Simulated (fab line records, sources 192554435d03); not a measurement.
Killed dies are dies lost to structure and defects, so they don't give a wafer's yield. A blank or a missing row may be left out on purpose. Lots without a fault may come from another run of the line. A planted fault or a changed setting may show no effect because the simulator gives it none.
Split-lot experiment | flow n5_finfet | 7 lots, 21 wafers read, on a route of 1938 steps

THE SPLIT
At N5_BEOL_M11_ETCH_62 (etches SOC in N2/H2, target depth 110 nm, overetch 22 nm, time 165 s), the setting time_s was moved away from the recipe's 165 s on 8 of the 21 wafers read, by -22.1% to +9.9%. The other wafers ran this setting at the recipe's value.

The reading is taken at the split's own step.

THE READING
SiARC_of_BEOL_M11_COAT_60.thk_nm (the simulator's own value, which no gauge read), in nm, at N5_BEOL_M11_ETCH_62 (etches SOC in N2/H2, target depth 110 nm, overetch 22 nm, time 165 s). The file gives no usual value for it. The 13 wafers here that ran the recipe average 23.5 nm, standard deviation 0.19 nm.

wafer  | tool, chamber at the split | time_s as run, s | against the recipe | SiARC_of_BEOL_M11_COAT_60.thk_nm, nm | against lot-mates on the recipe
L077.1 | rie_diel-01, 1             | 165              | recipe             | 23.4                                 | -
L077.5 | rie_diel-01, 2             | 165              | recipe             | 23.4                                 | -
L077.6 | rie_diel-01, 3             | 165              | recipe             | 23.8                                 | -
L079.1 | rie_diel-02, 0,1           | 165              | recipe             | 23.4                                 | -
L079.4 | rie_diel-02, 0,1           | 165              | recipe             | 23.4                                 | -
L079.3 | rie_diel-02, 2             | 165              | recipe             | 23.6                                 | -
L083.1 | rie_diel-02, 0             | 165              | recipe             | 23.2                                 | -
L083.4 | rie_diel-02, 3             | 165              | recipe             | 23.6                                 | -
L083.5 | rie_diel-02, 1             | 181.4            | +9.9%              | 22.6                                 | -0.8
L082.1 | rie_diel-01, 2             | 165              | recipe             | 23.2                                 | -
L082.3 | rie_diel-01, 0             | 128.5            | -22.1%             | 25.2                                 | +2.0
L082.6 | rie_diel-01, 3             | 128.5            | -22.1%             | 25.2                                 | +2.0
L086.1 | rie_diel-01, 0             | 165              | recipe             | 23.8                                 | -
L086.2 | rie_diel-01, 2             | 147.1            | -10.8%             | 24                                   | +0.2
L086.3 | rie_diel-01, 1             | 147.1            | -10.8%             | 24.2                                 | +0.4
L091.1 | rie_diel-06, 0             | 135.8            | -17.7%             | 24.6                                 | +1.0
L091.2 | rie_diel-06, 2             | 165              | recipe             | 23.6                                 | -
L091.5 | rie_diel-06, 2             | 165              | recipe             | 23.6                                 | -
L095.3 | rie_diel-06, 1             | 165              | recipe             | 23.6                                 | -
L095.4 | rie_diel-06, 3             | 141.4            | -14.3%             | 24.6                                 | +1.0
L095.5 | rie_diel-06, 3             | 141.4            | -14.3%             | 24.8                                 | +1.2
Where a row lists several chambers, the file gives one row for several wafers and doesn't say which wafer went through which chamber.

THE FIT
A straight line over all 21 wafers: SiARC_of_BEOL_M11_COAT_60.thk_nm changes by -0.0751 nm for each +1% of time_s; r = -0.96; the points scatter about the line by 0.19 nm.
The same after taking each lot's own level away (the mean of its wafers on the recipe; 21 wafers): -0.0768 nm for each +1%; r = -0.94; scatter 0.24 nm.
On that fit, the largest move of time_s shifts the reading by 1.7 nm.
The lots' own levels span 23.20 to 23.80 nm, that is 3.2 times the standard deviation above.
So the lot-to-lot level changes the slope little: the two slopes agree.
Check: with one of the wafers moved furthest among these (-22.1%) left out of the fit, the line predicts +1.55 nm for it against its lot-mates. It came out at +2 nm against them.

OTHER SPLITS ON THESE WAFERS
These wafers also went through other splits before the reading. Each is held against what the fit with the lots' levels taken away leaves over:
other split on the same wafers   | wafers away from the commonest value | r with SiARC_of_BEOL_M11_COAT_60.thk_nm (lot level and that fit taken away)
N5_BEOL_M9_TRENCH_ETCH_37 bias_w | 7                                    | -0.20
N5_BEOL_M11_EXPOSE_08 dose_mj    | 5                                    | -0.10

THE FILE'S OWN FIT
SiARC_of_BEOL_M11_COAT_60.thk_nm changes by -0.0726 nm for each +1% of time_s, r = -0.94.
